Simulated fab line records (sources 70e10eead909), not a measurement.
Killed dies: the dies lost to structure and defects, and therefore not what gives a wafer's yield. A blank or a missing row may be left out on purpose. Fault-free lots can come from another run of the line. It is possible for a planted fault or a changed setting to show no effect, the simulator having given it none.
Chamber matching | flow nand_harc | rie_diel-08 running NHARC_A_CHANNEL_HOLE_D2_ETCH_44: 4 sister chambers
The step etches the open film in CF4/O2, target depth 140 nm, overetch 14 nm, time 77 s. 20 wafers are shown with their chamber, then 10 later ones without.

== EACH WAFER AND ITS CHAMBER ==
wafer  | chamber | showerhead_plenum_p_Torr (Torr) | drypump_motor_current_A (A) | oes_product_au (a.u.)
L076.1 | 0       | 1.28                            | 5.7                         | 1.012
L076.2 | 2       | 1.35                            | 5.1                         | 1.000
L076.5 | 1       | 1.29                            | 5.1                         | 0.993
L079.2 | 2       | 1.34                            | 5.1                         | 0.994
L079.4 | 0       | 1.28                            | 5.7                         | 1.022
L079.5 | 1       | 1.29                            | 5.1                         | 1.001
L082.1 | 0       | 1.28                            | 5.7                         | 1.016
L082.2 | 2       | 1.34                            | 5.1                         | 0.999
L082.4 | 1       | 1.29                            | 5.1                         | 0.994
L083.1 | 2       | 1.34                            | 5.1                         | 0.993
L083.2 | 1       | 1.29                            | 5.1                         | 0.992
L083.3 | 0       | 1.28                            | 5.7                         | 1.016
L084.2 | 0       | 1.28                            | 5.7                         | 1.010
L084.3 | 1       | 1.29                            | 5.1                         | 0.985
L084.6 | 3       | 1.43                            | 5.4                         | 0.983
L086.1 | 1       | 1.29                            | 5.1                         | 0.988
L086.2 | 0       | 1.28                            | 5.7                         | 1.021
L086.5 | 2       | 1.34                            | 5.1                         | 0.996
L091.1 | 3       | 1.43                            | 5.5                         | 0.988
L091.2 | 0       | 1.28                            | 5.7                         | 1.016

SIGNATURES, as means of the wafers listed above
reading                  | chamber 0 | chamber 1 | chamber 2 | chamber 3 | scatter within a chamber
showerhead_plenum_p_Torr | 1.2800    | 1.2900    | 1.3420    | 1.4300    | 0.00224
drypump_motor_current_A  | 5.700     | 5.100     | 5.100     | 5.450     | 0.0177
oes_product_au           | 1.01614   | 0.99217   | 0.99640   | 0.98550   | 0.00443
Rule: a wafer's distance from a chamber is the root of the sum, over the readings, of the square of ((its reading less the chamber's mean) divided by the reading's scatter). The wafer belongs to the nearest chamber; if the next one is less than 2 further off, it can't be placed. The scatter: the root of (the sum of the squares of (reading less its chamber's mean) over the shown wafers, divided by (wafers less chambers)).

== WAFERS WHOSE CHAMBER IS MISSING ==
wafer  | showerhead_plenum_p_Torr (Torr) | drypump_motor_current_A (A) | oes_product_au (a.u.)
L091.3 | 1.34                            | 5.0                         | 0.991
L092.1 | 1.43                            | 5.5                         | 1.003
L092.3 | 1.34                            | 5.1                         | 0.996
L092.4 | 1.29                            | 5.1                         | 0.990
L093.1 | 1.34                            | 5.1                         | 0.998
L093.2 | 1.43                            | 5.5                         | 1.010
L093.4 | 1.28                            | 5.7                         | 1.019
L097.2 | 1.43                            | 5.5                         | 0.996
L097.5 | 1.43                            | 5.5                         | 0.995
L097.6 | 1.34                            | 5.0                         | 1.007

== WHICH CHAMBER EACH ONE RAN IN ==
wafer  | from the rows above | in truth
L091.3 | 2                   | 2
L092.1 | 3                   | 3
L092.3 | 2                   | 2
L092.4 | 1                   | 1
L093.1 | 2                   | 2
L093.2 | 3                   | 3
L093.4 | 0                   | 0
L097.2 | 3                   | 3
L097.5 | 3                   | 3
L097.6 | 2                   | 2
10 of 10 placed correctly. From these rows, 0 cannot be placed. Number placed wrongly: 0.
